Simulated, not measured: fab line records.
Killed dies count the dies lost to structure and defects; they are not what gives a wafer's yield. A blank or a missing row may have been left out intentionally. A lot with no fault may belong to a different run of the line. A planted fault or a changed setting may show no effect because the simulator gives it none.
fab line records	flow n5-finfet	part 1 of 2: steps 1 to 26 of 35
record: lots: 5	wafers: 15	last-day: 18
route steps=1938 shown BEOL_M2@914 BEOL_M3@931
lots with no fault: from the same line, run without faults
start-h: the number of hours between the record's first day and the start of the first shown wafer of the lot	wait-h: hours from the lot's prior step to this one	" the same as in the row above	L1.1+2: a row that stands for several wafers	- no value, or no start was given	* or withheld: withheld	< > ~ a bound
route shown NAME@n: NAME is a module with steps in the file, n the number in the route of the first one	usual: mean/standard deviation taken from wafers without a fault	same: alike in all rows	chamber/n: place in a boat	sites: readings site by site	_std_site: the standard deviation of these	_edge_site: outer sites' mean less inner sites'	radius-mm: how far each site lies from the wafer's centre	mask NAME#n: copy n	behind: the tool/chamber that last shaped the wafer	hold: why the lot went on hold/how many hours it stayed there/how the hold came to an end	device: the n, p or np transistor that did not switch	end of line: the same wafers' tests at the end of the route	a step without rows: its recipe alone	killed: the dies lost at the first sort to structure and to defects; this is not the yield of the wafer	map: per-die view of a wafer (x killed, . not killed, _ where there is no die)
set.NAME: the setting the step ran with; set.NAME@STEP: the setting that earlier step ran with	model.NAME: the simulator's own value behind a step, which no gauge read
lots at selected steps of the route; one table per step, one row per wafer
services: the hour from which a tool's chamber was out of use, counted from the record's first day as start-h (under 0 if before that day), plus the number of hours and why
== steps ==
step: N5_BEOL_M2_SPUTTER_90
recipe: material: Cu	target-thk-a: 45	temp-c: -20	chamber-pressure-pa: 0.07	power-w: withheld	time-s: 8.29
usual: chamber-pressure-pa: 0.06999/0.00015	throttle-valve-pct: 29.8/0.85
lot.wafer	tool	chamber	start-h	wait-h	chamber-pressure-pa	throttle-valve-pct
L076.2	pvd-sputter-01	-	166.66	0.1	0.07003	28.6
L076.3	"	-	"	"	0.07006	28.8
L076.5	"	-	"	"	0.06997	28.8
L084.2	pvd-sputter-03	-	217.77	0.1	0.0702	29.3
L084.3	"	-	"	"	0.07008	30.5
L084.5	"	-	"	"	0.07003	28.3
L086.1	pvd-sputter-03	-	237.34	0.1	0.07001	30.5
L086.5	"	-	"	"	0.06999	29.1
L086.6	"	-	"	"	0.06998	30.7
L090.2	pvd-sputter-02	-	237.49	0.1	0.0702	29.8
L090.4	"	-	"	"	0.06998	30.8
L090.5	"	-	"	"	0.06991	30.5
L097.1	pvd-sputter-03	-	286.71	0.1	0.06974	29.2
L097.4	"	-	"	"	0.06999	28.5
L097.6	"	-	"	"	0.06999	30.7
step: N5_BEOL_M2_ANNEAL_91
recipe: temp-c: 400	time-s: 240	ambient: vacuum
usual: heater-power-w: 837/59	susceptor_temp_C_max: 401.0/0.44
lot.wafer	tool	chamber	start-h	wait-h	heater-power-w	susceptor_temp_C_max
L076.2	pvd-sputter-01	-	166.74	0.0	913	401.5
L076.3	"	-	"	"	858	400.9
L076.5	"	-	"	"	889	400.6
L084.2	pvd-sputter-03	-	217.85	0.0	835	401.1
L084.3	"	-	"	"	843	400.3
L084.5	"	-	"	"	906	401.6
L086.1	pvd-sputter-03	-	237.42	0.0	860	400.8
L086.5	"	-	"	"	821	401.1
L086.6	"	-	"	"	736	400.7
L090.2	pvd-sputter-02	-	237.57	0.0	779	400.1
L090.4	"	-	"	"	782	401.3
L090.5	"	-	"	"	785	401.1
L097.1	pvd-sputter-03	-	286.79	0.0	831	400.9
L097.4	"	-	"	"	889	400.9
L097.6	"	-	"	"	842	400.7
step: N5_BEOL_M2_SPUTTER_92
recipe: material: Cu	target-thk-a: 45	temp-c: -20	chamber-pressure-pa: 0.07	power-w: withheld	time-s: 8.29
usual: chamber-pressure-pa: 0.06998/0.00014	throttle-valve-pct: 29.7/0.87
lot.wafer	tool	chamber	start-h	wait-h	chamber-pressure-pa	throttle-valve-pct
L076.2	pvd-sputter-01	-	166.88	0.1	0.06989	28.1
L076.3	"	-	"	"	0.0701	28.7
L076.5	"	-	"	"	0.07004	28.7
L084.2	pvd-sputter-03	-	217.99	0.1	0.06985	29.3
L084.3	"	-	"	"	0.06995	30.5
L084.5	"	-	"	"	0.06999	28.7
L086.1	pvd-sputter-03	-	237.56	0.1	0.07016	30.5
L086.5	"	-	"	"	0.06984	29.1
L086.6	"	-	"	"	0.06987	30.9
L090.2	pvd-sputter-02	-	237.71	0.1	0.06994	29.5
L090.4	"	-	"	"	0.06986	30.7
L090.5	"	-	"	"	0.0701	30.8
L097.1	pvd-sputter-03	-	286.93	0.1	0.07001	29.3
L097.4	"	-	"	"	0.06983	28.6
L097.6	"	-	"	"	0.06992	30.9
step: N5_BEOL_M2_ANNEAL_93
recipe: temp-c: 400	time-s: 240	ambient: vacuum
usual: heater-power-w: 838/60	susceptor_temp_C_max: 401.0/0.41
lot.wafer	tool	chamber	start-h	wait-h	heater-power-w	susceptor_temp_C_max
L076.2	pvd-sputter-01	-	166.96	0.0	919	401.2
L076.3	"	-	"	"	891	400.5
L076.5	"	-	"	"	880	400.5
L084.2	pvd-sputter-03	-	218.07	0.0	826	401.1
L084.3	"	-	"	"	807	400.3
L084.5	"	-	"	"	906	401.2
L086.1	pvd-sputter-03	-	237.64	0.0	854	400.7
L086.5	"	-	"	"	824	400.5
L086.6	"	-	"	"	721	401.2
L090.2	pvd-sputter-02	-	237.79	0.0	779	400.2
L090.4	"	-	"	"	813	401.5
L090.5	"	-	"	"	783	401.3
L097.1	pvd-sputter-03	-	287.01	0.0	806	401.2
L097.4	"	-	"	"	908	401.0
L097.6	"	-	"	"	863	400.8
step: N5_BEOL_M2_SPUTTER_94
recipe: material: Cu	target-thk-a: 45	temp-c: -20	chamber-pressure-pa: 0.07	power-w: withheld	time-s: 8.29
usual: chamber-pressure-pa: 0.07/0.00014	throttle-valve-pct: 29.8/0.88
lot.wafer	tool	chamber	start-h	wait-h	chamber-pressure-pa	throttle-valve-pct
L076.2	pvd-sputter-01	-	167.10	0.1	0.0699	28.0
L076.3	"	-	"	"	0.06989	28.9
L076.5	"	-	"	"	0.07009	28.9
L084.2	pvd-sputter-03	-	218.21	0.1	0.07003	29.4
L084.3	"	-	"	"	0.06998	30.4
L084.5	"	-	"	"	0.06997	28.8
L086.1	pvd-sputter-03	-	237.78	0.1	0.07008	30.7
L086.5	"	-	"	"	0.07007	29.2
L086.6	"	-	"	"	0.06988	30.8
L090.2	pvd-sputter-02	-	237.93	0.1	0.07013	29.8
L090.4	"	-	"	"	0.06998	30.7
L090.5	"	-	"	"	0.07	31.1
L097.1	pvd-sputter-03	-	287.15	0.1	0.06994	29.3
L097.4	"	-	"	"	0.07005	28.5
L097.6	"	-	"	"	0.06992	30.4
step: N5_BEOL_M2_ANNEAL_95
recipe: temp-c: 400	time-s: 240	ambient: vacuum
usual: heater-power-w: 840/61	susceptor_temp_C_max: 401.0/0.46
lot.wafer	tool	chamber	start-h	wait-h	heater-power-w	susceptor_temp_C_max
L076.2	pvd-sputter-01	-	167.18	0.0	946	401.4
L076.3	"	-	"	"	909	400.3
L076.5	"	-	"	"	873	400.0
L084.2	pvd-sputter-03	-	218.29	0.0	796	401.0
L084.3	"	-	"	"	852	400.7
L084.5	"	-	"	"	902	401.3
L086.1	pvd-sputter-03	-	237.86	0.0	878	400.9
L086.5	"	-	"	"	823	400.9
L086.6	"	-	"	"	731	400.8
L090.2	pvd-sputter-02	-	238.01	0.0	782	400.5
L090.4	"	-	"	"	800	402.0
L090.5	"	-	"	"	807	401.5
L097.1	pvd-sputter-03	-	287.23	0.0	837	400.8
L097.4	"	-	"	"	881	401.0
L097.6	"	-	"	"	851	400.7
step: N5_BEOL_M2_SPUTTER_96
recipe: material: Cu	target-thk-a: 45	temp-c: -20	chamber-pressure-pa: 0.07	power-w: withheld	time-s: 8.29
usual: chamber-pressure-pa: 0.07002/0.00013	throttle-valve-pct: 29.8/0.85
lot.wafer	tool	chamber	start-h	wait-h	chamber-pressure-pa	throttle-valve-pct
L076.2	pvd-sputter-01	-	167.32	0.1	0.07007	28.1
L076.3	"	-	"	"	0.06982	28.9
L076.5	"	-	"	"	0.07016	29.1
L084.2	pvd-sputter-03	-	218.43	0.1	0.07009	29.2
L084.3	"	-	"	"	0.07004	30.2
L084.5	"	-	"	"	0.06995	28.4
L086.1	pvd-sputter-03	-	238.00	0.1	0.07001	30.5
L086.5	"	-	"	"	0.06988	29.2
L086.6	"	-	"	"	0.06989	31.0
L090.2	pvd-sputter-02	-	238.15	0.1	0.06993	29.7
L090.4	"	-	"	"	0.06998	30.7
L090.5	"	-	"	"	0.06994	30.9
L097.1	pvd-sputter-03	-	287.37	0.1	0.07	29.2
L097.4	"	-	"	"	0.06999	28.5
L097.6	"	-	"	"	0.07003	30.5
step: N5_BEOL_M2_ECD_50
recipe: material: Cu	target-thk-a: 3000
lot.wafer	tool	chamber	start-h	wait-h
L076.2+3+5	ecd-cu-02	0,0,1	167.43	0.1
L084.2+3+5	ecd-cu-01	1,0,1	218.54	0.1
L086.1+5+6	ecd-cu-02	1,1,0	238.11	0.1
L090.2+4+5	ecd-cu-01	0,0,1	238.27	0.1
L097.1+4+6	ecd-cu-01	0	287.48	0.1
step: N5_BEOL_M2_ANNEAL_51
recipe: temp-c: 225	time-s: 90	ambient: N2
usual: wafer_temp_C_max: 225.8/0.37
lot.wafer	tool	chamber	start-h	wait-h	wafer_temp_C_max
L076.2	rtp-anneal-02	0	167.56	0.1	225.7
L076.3	"	0	"	"	225.8
L076.5	"	0	"	"	225.4
L084.2	rtp-anneal-02	0	218.67	0.1	225.6
L084.3	"	0	"	"	225.7
L084.5	"	0	"	"	225.7
L086.1	rtp-anneal-02	0	238.19	0.1	225.8
L086.5	"	0	"	"	225.8
L086.6	"	0	"	"	225.7
L090.2	rtp-anneal-01	0	238.39	0.1	226.4
L090.4	"	0	"	"	226.9
L090.5	"	0	"	"	226.2
L097.1	rtp-anneal-01	0	287.56	0.1	226.6
L097.4	"	0	"	"	226.5
L097.6	"	0	"	"	226.3
step: N5_BEOL_M2_CMP_52
recipe: stop-on: SiOC	t-overpolish-s: 6.8	down-force-psi: 1	platen-rpm: 50	clearing-platen-down-force-psi: 1.5	clearing-platen-rpm: 50	post-cmp-clean: cu-alkaline	target-thk-nm: 40	clearing-platen-pad-velocity-m-s: 0.99484	pad-velocity-m-s: 0.99484
usual: barrier-field-endpoint-s: 24.3/0.69	motor-current-A: 5.9/0.73	overpolish-run-s: 6.799/0.0092	time-to-endpoint-s: 61/3.7
same: t-overpolish-s: 6.8
lot.wafer	tool	chamber	start-h	wait-h	barrier-field-endpoint-s	motor-current-A	overpolish-run-s	time-to-endpoint-s
L076.2	cmp-02	1	167.89	0.3	24.6	7.2	6.776	67
L076.3	"	2	"	"	24.4	6.2	6.812	62
L076.5	"	0	"	"	24.0	6.6	6.799	63
L084.2	cmp-02	1	218.92	0.2	25.5	6.9	6.818	66
L084.3	"	0	"	"	24.8	6.8	6.798	62
L084.5	"	2	"	"	24.4	6.1	6.792	57
L086.1	cmp-01	0	238.49	0.3	24.2	6.2	6.778	63
L086.5	"	0	"	"	24.5	6.4	6.800	62
L086.6	"	1	"	"	23.8	6.8	6.818	57
L090.4	cmp-04	0	238.72	0.2	24.6	5.7	6.816	68
L090.2	"	1	"	"	23.5	4.5	6.805	61
L090.5	"	2	"	"	24.5	5.9	6.814	60
L097.1	cmp-01	1	288.13	0.5	23.6	6.5	6.795	58
L097.4	"	3	"	"	24.2	5.0	6.806	62
L097.6	"	2	"	"	23.1	4.8	6.800	56
step: N5_BEOL_M2_THK_MEAS_53
recipe: thk-meas-gauge: xrf	reads: Cu_of_BEOL_M2_ECD_50
usual: M2_THK: 39.1/1.7
lot.wafer	tool	chamber	start-h	wait-h	M2_THK[nm]
L076.2	film-metro-02	-	168.11	-	40.6
L076.3	"	-	"	"	40.2
L076.5	"	-	"	"	38.9
L084.2	film-metro-01	-	219.21	-	40.8
L084.3	"	-	"	"	41.0
L084.5	"	-	"	"	40.4
L086.1	film-metro-01	-	238.78	-	41.8
L086.5	"	-	"	"	40.9
L086.6	"	-	"	"	36.9
L090.2	film-metro-02	-	238.94	-	40.0
L090.4	"	-	"	"	40.1
L090.5	"	-	"	"	37.3
L097.1	film-metro-01	-	288.42	-	38.4
L097.4	"	-	"	"	40.3
L097.6	"	-	"	"	39.8
step: N5_BEOL_M2_PRE_CLEAN_60
recipe: gas: NH3/H2	time-s: 15	temp-c: *	rf-power-w: 300
usual: heater-power-w: 91/30
lot.wafer	tool	chamber	start-h	wait-h	heater-power-w
L076.2	cvd-co-01	1	168.14	0.0	126
L076.3	"	0	"	"	125
L076.5	"	1	"	"	127
L084.2	cvd-co-01	0	219.25	0.0	125
L084.3	"	2	"	"	51
L084.5	"	1	"	"	127
L086.1	cvd-co-01	1	238.82	0.0	124
L086.5	"	0	"	"	128
L086.6	"	1	"	"	122
L090.2	cvd-co-02	0	238.98	0.0	74
L090.4	"	0	"	"	74
L090.5	"	2	"	"	80
L097.1	cvd-co-01	0	288.46	0.0	128
L097.4	"	2	"	"	52
L097.6	"	0	"	"	133
step: N5_BEOL_M2_CO_CAP_55
recipe: material: Co	target-thk-a: 20	temp-c: 200	precursor: CCTBA/H2	pressure-torr: 30	time-s: 102.1
usual: heater-power-w: 244/37
lot.wafer	tool	chamber	start-h	wait-h	heater-power-w
L076.2	cvd-co-01	1	168.18	0.0	289
L076.3	"	0	"	"	287
L076.5	"	1	"	"	285
L084.2	cvd-co-01	0	219.29	0.0	286
L084.3	"	2	"	"	195
L084.5	"	1	"	"	280
L086.1	cvd-co-01	1	238.86	0.0	286
L086.5	"	0	"	"	297
L086.6	"	1	"	"	289
L090.2	cvd-co-02	0	239.02	0.0	226
L090.4	"	0	"	"	221
L090.5	"	2	"	"	229
L097.1	cvd-co-01	0	288.50	0.0	283
L097.4	"	2	"	"	194
L097.6	"	0	"	"	289
step: N5_BEOL_M2_PRE_CLEAN_56
recipe: gas: NH3	time-s: 15	temp-c: withheld	rf-power-w: 300
lot.wafer	tool	chamber	start-h	wait-h
L076.2+3+5	pecvd-01	2,0,2	168.27	0.1
L084.2+3+5	pecvd-01	2,1,1	219.38	0.1
L086.1+5+6	pecvd-04	0,0,2	238.95	0.1
L090.2+4+5	pecvd-01	1,2,1	239.11	0.1
L097.1+4+6	pecvd-04	1,1,2	288.59	0.1
step: N5_BEOL_M2_DEP_57
recipe: material: SiCN	target-thk-a: 80	temp-c: withheld	precursor: 3MS/NH3	pressure-torr: 3	rf-w: 202	time-s: 14
usual: showerhead-plenum-p-Torr: 3.663/0.011	throttle-valve-pct: 9.03/0.28
lot.wafer	tool	chamber	start-h	wait-h	showerhead-plenum-p-Torr	throttle-valve-pct
L076.2	pecvd-01	2	168.30	0.0	3.655	9.32
L076.3	"	0	"	"	3.652	8.77
L076.5	"	2	"	"	3.654	9.26
L084.2	pecvd-01	2	219.41	0.0	3.665	9.15
L084.3	"	1	"	"	3.673	8.95
L084.5	"	1	"	"	3.674	9.07
L086.1	pecvd-04	0	238.98	0.0	3.658	9.06
L086.5	"	0	"	"	3.657	8.71
L086.6	"	2	"	"	3.639	8.98
L090.2	pecvd-01	1	239.13	0.0	3.675	8.99
L090.4	"	2	"	"	3.662	9.33
L090.5	"	1	"	"	3.671	8.99
L097.1	pecvd-04	1	288.62	0.0	3.678	8.93
L097.4	"	1	"	"	3.670	9.00
L097.6	"	2	"	"	3.645	8.64
step: N5_BEOL_M2_RS_MEAS_58
recipe: thk-meas-gauge: four-point-probe	reads: Co_of_BEOL_M2_CO_CAP_55+Cu_of_BEOL_M2_ECD_50+Co_of_BEOL_M2_CVD_47+TaN_of_BEOL_M2_ALD_84
usual: M2_RS: 0.69/0.039
lot.wafer	tool	chamber	start-h	wait-h	M2_RS[ohm/sq]
L076.2	film-metro-01	-	168.38	0.1	0.66
L076.3	"	-	"	"	0.66
L076.5	"	-	"	"	0.70
L084.2	film-metro-01	-	219.47	0.1	0.65
L084.3	"	-	"	"	0.65
L084.5	"	-	"	"	0.66
L086.1	film-metro-01	-	239.04	0.0	0.63
L086.5	"	-	"	"	0.65
L086.6	"	-	"	"	0.74
L090.2	film-metro-02	-	239.20	0.1	0.67
L090.4	"	-	"	"	0.67
L090.5	"	-	"	"	0.74
L097.1	film-metro-01	-	288.68	0.0	0.70
L097.4	"	-	"	"	0.66
L097.6	"	-	"	"	0.68
step: N5_BEOL_M2_INSPECT_59
recipe: inspect-instrument: darkfield	mode: post-dep
usual: raw-defect-count: 70/23
lot.wafer	tool	chamber	start-h	wait-h	raw-defect-count
L076.2	defect-inspect-01	-	168.41	0.0	61
L076.3	"	-	"	"	53
L076.5	"	-	"	"	38
L084.2	defect-inspect-02	-	219.50	0.0	99
L084.3	"	-	"	"	65
L084.5	"	-	"	"	72
L086.1	defect-inspect-02	-	239.07	0.0	110
L086.5	"	-	"	"	129
L086.6	"	-	"	"	105
L090.2	defect-inspect-02	-	239.23	0.0	59
L090.4	"	-	"	"	69
L090.5	"	-	"	"	53
L097.1	defect-inspect-02	-	288.71	0.0	36
L097.4	"	-	"	"	69
L097.6	"	-	"	"	61
step: N5_BEOL_M3_ILD_DEP_00
recipe: material: SiOC	target-thk-a: 790	temp-c: 350	precursor: DEMS/O2	pressure-torr: 5	rf-w: 500	time-s: 15.3
usual: heater-power-w: 469/74	showerhead-plenum-p-Torr: 5.686/0.017	throttle-valve-pct: 12.2/1.2
lot.wafer	tool	chamber	start-h	wait-h	heater-power-w	showerhead-plenum-p-Torr	throttle-valve-pct
L076.2	pecvd-04	0	168.45	0.0	474	5.689	11.9
L076.3	"	1	"	"	361	5.691	12.2
L076.5	"	1	"	"	380	5.692	12.2
L084.2	pecvd-04	1	219.54	0.0	425	5.710	11.9
L084.3	"	1	"	"	425	5.684	12.1
L084.5	"	0	"	"	419	5.672	11.8
L086.1	pecvd-03	2	239.11	0.0	576	5.688	10.7
L086.5	"	2	"	"	467	5.692	10.8
L086.6	"	0	"	"	485	5.690	14.6
L090.2	pecvd-04	0	239.26	0.0	453	5.693	11.6
L090.4	"	0	"	"	465	5.688	12.2
L090.5	"	2	"	"	535	5.674	11.5
L097.1	pecvd-03	2	288.75	0.0	507	5.676	10.7
L097.4	"	2	"	"	510	5.681	10.7
L097.6	"	1	"	"	436	5.650	12.5
step: N5_BEOL_M3_THK_MEAS_01
recipe: reads: SiOC_of_BEOL_M3_ILD_DEP_00
usual: M3_ILD_THK: 79.4/1.1
lot.wafer	tool	chamber	start-h	wait-h	M3_ILD_THK[nm]
L076.2	film-metro-01	-	168.52	0.1	77.7
L076.3	"	-	"	"	77.5
L076.5	"	-	"	"	78.6
L084.2	film-metro-01	-	219.62	0.1	78.2
L084.3	"	-	"	"	79.8
L084.5	"	-	"	"	79.6
L086.1	film-metro-01	-	239.17	0.0	78.9
L086.5	"	-	"	"	80.3
L086.6	"	-	"	"	81.5
L090.2	film-metro-02	-	239.33	0.1	78.8
L090.4	"	-	"	"	79.7
L090.5	"	-	"	"	80.0
L097.1	film-metro-02	-	288.81	0.0	78.3
L097.4	"	-	"	"	79.4
L097.6	"	-	"	"	78.4
step: N5_BEOL_M3_PECVD_72
recipe: material: SiO2	target-thk-a: 160	temp-c: 400	precursor: TEOS/O2	pressure-torr: 5.5	rf-w: 450	teos-flow-sccm: 53.8	gas: O2	flow-sccm: 3000	time-s: 18
usual: heater-power-w: 709/110	showerhead-plenum-p-Torr: 8.76/0.068	throttle-valve-pct: 22.4/1.9
lot.wafer	tool	chamber	start-h	wait-h	heater-power-w	showerhead-plenum-p-Torr	throttle-valve-pct
L076.2	pecvd-02	2	168.55	0.0	755	8.83	20.6
L076.3	"	0	"	"	515	8.89	20.4
L076.5	"	0	"	"	513	8.90	20.5
L084.2	pecvd-03	0	219.66	0.0	782	8.76	27.3
L084.3	"	2	"	"	733	8.73	20.2
L084.5	"	0	"	"	778	8.75	27.7
L086.1	pecvd-04	1	239.21	0.0	617	8.77	22.7
L086.5	"	2	"	"	818	8.65	21.8
L086.6	"	0	"	"	686	8.73	22.4
L090.2	pecvd-03	0	239.37	0.0	758	8.77	27.2
L090.4	"	0	"	"	771	8.74	27.5
L090.5	"	2	"	"	751	8.73	20.2
L097.1	pecvd-02	1	288.85	0.0	794	8.81	22.1
L097.4	"	2	"	"	722	8.84	20.9
L097.6	"	0	"	"	520	8.89	20.8
step: N5_BEOL_M3_HM_DEP_02
recipe: material: TiN	target-thk-a: 200	temp-c: 25	chamber-pressure-pa: 0.49996
usual: chamber-pressure-pa: 0.5000/0.00098	throttle-valve-pct: 29.8/0.85
lot.wafer	tool	chamber	start-h	wait-h	chamber-pressure-pa	throttle-valve-pct
L076.2	pvd-sputter-02	-	168.93	0.4	0.4996	29.6
L076.3	"	-	"	"	0.5011	30.4
L076.5	"	-	"	"	0.4994	29.7
L084.2	pvd-sputter-01	-	221.70	2.0	0.4978	30.4
L084.3	"	-	"	"	0.5011	30.0
L084.5	"	-	"	"	0.5001	28.1
L086.1	pvd-sputter-01	-	240.39	1.2	0.4984	29.9
L086.5	"	-	"	"	0.4993	28.9
L086.6	"	-	"	"	0.5002	28.3
L090.2	pvd-sputter-02	-	240.47	1.1	0.5007	29.7
L090.4	"	-	"	"	0.5004	30.1
L090.5	"	-	"	"	0.4997	30.2
L097.1	pvd-sputter-03	-	289.57	0.7	0.4996	31.0
L097.4	"	-	"	"	0.5003	29.2
L097.6	"	-	"	"	0.5001	31.0
step: N5_BEOL_M3_COAT_61
recipe: resist: SOC	temp-c: 250	time-s: 60	spin-rpm: 1500	resist-thk-nm: 60
lot.wafer	tool	chamber	start-h	wait-h
L076.2+3+5	litho-track-03	0	169.05	0.1
L084.2+3+5	litho-track-02	0	221.82	0.1
L086.1+5+6	litho-track-02	0	240.52	0.1
L090.2+4+5	litho-track-03	0	240.60	0.1
L097.1+4+6	litho-track-03	0	289.69	0.1
step: N5_BEOL_M3_COAT_62
recipe: resist: SiARC	temp-c: 220	time-s: 60	spin-rpm: 1500	resist-thk-nm: 12
lot.wafer	tool	chamber	start-h	wait-h
L076.2+3+5	litho-track-03	0	-	-
L084.2+3+5	litho-track-02	0	-	-
L086.1+5+6	litho-track-02	0	-	-
L090.2+4+5	litho-track-03	0	-	-
L097.1+4+6	litho-track-03	0	-	-
step: N5_BEOL_M3_COAT_73
recipe: resist: underlayer	temp-c: 205	time-s: 60	spin-rpm: 1500	resist-thk-nm: 5
lot.wafer	tool	chamber	start-h	wait-h
L076.2+3+5	litho-track-03	0	-	-
L084.2+3+5	litho-track-02	0	-	-
L086.1+5+6	litho-track-02	0	-	-
L090.2+4+5	litho-track-03	0	-	-
L097.1+4+6	litho-track-03	0	-	-
step: N5_BEOL_M3_COAT_05
recipe: resist: CAR-EUV	spin-rpm: 1500	resist-thk-nm: 30
lot.wafer	tool	chamber	start-h	wait-h
L076.2+3+5	litho-track-03	0	-	-
L084.2+3+5	litho-track-02	0	-	-
L086.1+5+6	litho-track-02	0	-	-
L090.2+4+5	litho-track-03	0	-	-
L097.1+4+6	litho-track-03	0	-	-
step: N5_BEOL_M3_EBR_07
recipe: solvent: PGMEA	ebr-width-mm: 1.5
lot.wafer	tool	chamber	start-h	wait-h
L076.2+3+5	litho-track-03	0	-	-
L084.2+3+5	litho-track-02	0	-	-
L086.1+5+6	litho-track-02	0	-	-
L090.2+4+5	litho-track-03	0	-	-
L097.1+4+6	litho-track-03	0	-	-
